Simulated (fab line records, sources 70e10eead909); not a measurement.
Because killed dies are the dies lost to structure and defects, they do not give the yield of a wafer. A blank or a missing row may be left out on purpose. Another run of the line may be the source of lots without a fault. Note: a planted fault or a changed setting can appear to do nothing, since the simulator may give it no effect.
Which tool is to blame?    flow nand_harc    42 wafers sampled from 14 lots at 1 step of a route of 1159

== WHAT THE GAUGES SHOWED, per wafer ==
NHARC_A_SGD_CUT_THK_MEAS_22: measures by ellipsometry. Usual: thk_nm at 147.8 nm, with a standard deviation of 1.7.
lot   measured      on             thk_nm (nm)        flag
L234  day 14 10:56  film_metro-01  148.3 147.8 147.4  
L235  day 14 15:37  film_metro-02  148.9 147.8 147.8  
L236  day 15 06:04  film_metro-02  149.4 149.3 148.1  
L238  day 15 14:49  film_metro-01  150.7 149.9 150.6  
L245  day 17 07:38  film_metro-01  146.8 145.9 148.1  
L247  day 18 04:10  film_metro-02  149.2 147.8 147.4  
L248  day 18 04:10  film_metro-01  146.5 147.0 149.0  
L246  day 18 04:11  film_metro-01  147.7 147.5 148.6  
L250  day 18 18:37  film_metro-01  149.1 146.1 146.5  
L251  day 18 18:37  film_metro-02  149.7 149.2 148.7  
L254  day 19 08:28  film_metro-02  147.8 147.0 149.4  
L253  day 19 08:28  film_metro-01  148.3 147.7 147.9  
L252  day 19 08:28  film_metro-02  147.8 151.4 148.9  
L255  day 19 22:15  film_metro-01  146.6 149.6 149.4  

== TOOL THAT RAN EACH LOT (tool first, then ch and the chambers of the sampled wafers, then the start) ==
Before these readings, the record contains no process step.

== WHAT THE TOOLS THEMSELVES READ (means of the sampled wafers that have a number; where no wafer has one, the mark that the record gives instead) ==
The record holds no such reading with a usual standard deviation.

== THE ANSWER, worked out from the rows above alone ==
Rule: a lot counts as off when the mean over its wafers that have a number is more than 3 standard deviations away from the usual mean. A lot without any number at a reading at which 4 lots or more have one is off too. Where the step has rows for the other lots, those lots are counted as sound. The gauges are gone through in route order, then the tools' own readings, and for those a lot's mean is taken as printed above. The first step at which some lot is off is used, and at that step the reading that is off furthest; a lot without a number counts as furthest.
Nothing can be told from this: no lot is off at any reading shown.

== WHAT THE SIMULATOR HAD INSERTED ==
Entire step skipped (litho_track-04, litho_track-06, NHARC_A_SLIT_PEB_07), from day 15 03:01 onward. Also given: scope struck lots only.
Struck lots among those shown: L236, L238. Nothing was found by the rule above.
